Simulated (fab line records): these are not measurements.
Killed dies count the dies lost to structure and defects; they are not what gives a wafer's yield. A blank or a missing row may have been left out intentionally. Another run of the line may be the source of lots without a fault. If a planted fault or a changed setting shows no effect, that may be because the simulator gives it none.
Problem report in the 8D (eight disciplines) form, filled by code :: flow nandHarc :: the parts of the form that need people (team, actions taken, sign-off) are left out

1. PROBLEM STATEMENT
Mean of killedAtArray at NHARC_END_SORT_01: 94 across 2 wafers in 2 lots; on wafers with no fault it is 25 (standard deviation 9.2). Measured from the usual mean, that is +7.4 standard deviations.
Earliest sighting: wafer L847.5 on prober-01 at day 22 11:29. At this step, 6 wafers from 2 lots have a number in the record. Rule for "out" (also "out of limits"): further than 4 standard deviations from the usual mean. The other wafers with a number count as sound.

2. WHAT IT IS, AND WHAT IT ISN'T
question: which readings at this step
is: killedAtArray, killedDies
is not: killedAtPeriphery, killedOpen, killedShort

question: which lots
is: L847, L849
is not: -

question: which wafers of those lots
is: L847.5, L849.6
is not: L847.4, L847.6, L849.3, L849.5

question: read on which gauges
is: prober-01
is not: -

question: when
is: from day 22 11:29
is not: up to then (1 sound wafer); but 3 sound wafers of L847, L849 came after

3. SUSPECTS, AND WHAT RULES EACH OUT
Counting: any tool at a process step up to the reading remains a suspect provided it ran every lot that is out. Sound lots after the first of them don't rule it out here, since some wafers of a struck lot are sound.
- the gauge at NHARC_END_SORT_01: kept. All the wafers that are out were read on prober-01, and no step on other tools shows them out.
- harCapEtch-03 at NHARC_A_CONTACT_ETCH_125 (etches the open film in C4F8/O2/Ar, time 155 s, target depth 956 nm): kept. It ran every lot that is out, first L847 (day 19 21:33).
- rieDiel-06 at NHARC_A_BONDPAD_STRIP_15 (strips in O2): kept. It ran every lot that is out, first L847 (day 21 03:26).
- pecvd-04 at NHARC_THIN_TSV_DEP_47 (deposits SiO2, target thk 200 nm): kept. It ran every lot that is out, first L847 (day 21 19:36).
- At NHARC_A_CONTACT_ETCH_125 on harCapEtch-03, chamber 0 took the sound wafers of the same lots and chamber 1 took the wafers that are out.
Left after counting: harCapEtch-03 at NHARC_A_CONTACT_ETCH_125, rieDiel-06 at NHARC_A_BONDPAD_STRIP_15, pecvd-04 at NHARC_THIN_TSV_DEP_47, prober-01 at NHARC_END_SORT_01.

4. THE CAUSE (what the simulator had put in)
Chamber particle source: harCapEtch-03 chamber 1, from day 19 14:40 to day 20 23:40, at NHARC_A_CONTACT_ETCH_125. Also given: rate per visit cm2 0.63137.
Counting leaves 4 suspects; this tool is one of them.

5. SEQUENCE OF EFFECTS, ordered by route
One row per reading whose mean, taken over the struck wafers that have a number, lies over 3 standard deviations from the usual. Scope: only readings with a usual standard deviation given in the record; hours: median across lots of the time from each lot's start at the first step in this table that gives one to its start at this step; sigmas: change in usual standard deviations.
hours: 0
step: NHARC_END_SORT_01
reading: killedAtArray
usual: 25
on struck wafers: 94
change: +68
sigmas: +7.4

hours: 0
step: NHARC_END_SORT_01
reading: killedDies
usual: 29
on struck wafers: 98
change: +68
sigmas: +7.1

6. HOW IT WOULD HAVE BEEN CAUGHT EARLIER
In this record the first reading out of limits at a measuring or inspecting step was taken at day 22 11:29, 69 hours after the fault began at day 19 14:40.
Lots out: 2; all had begun NHARC_A_CONTACT_ETCH_125 on harCapEtch-03 by day 22 11:29. A hold on the tool at that time would have spared none of them.
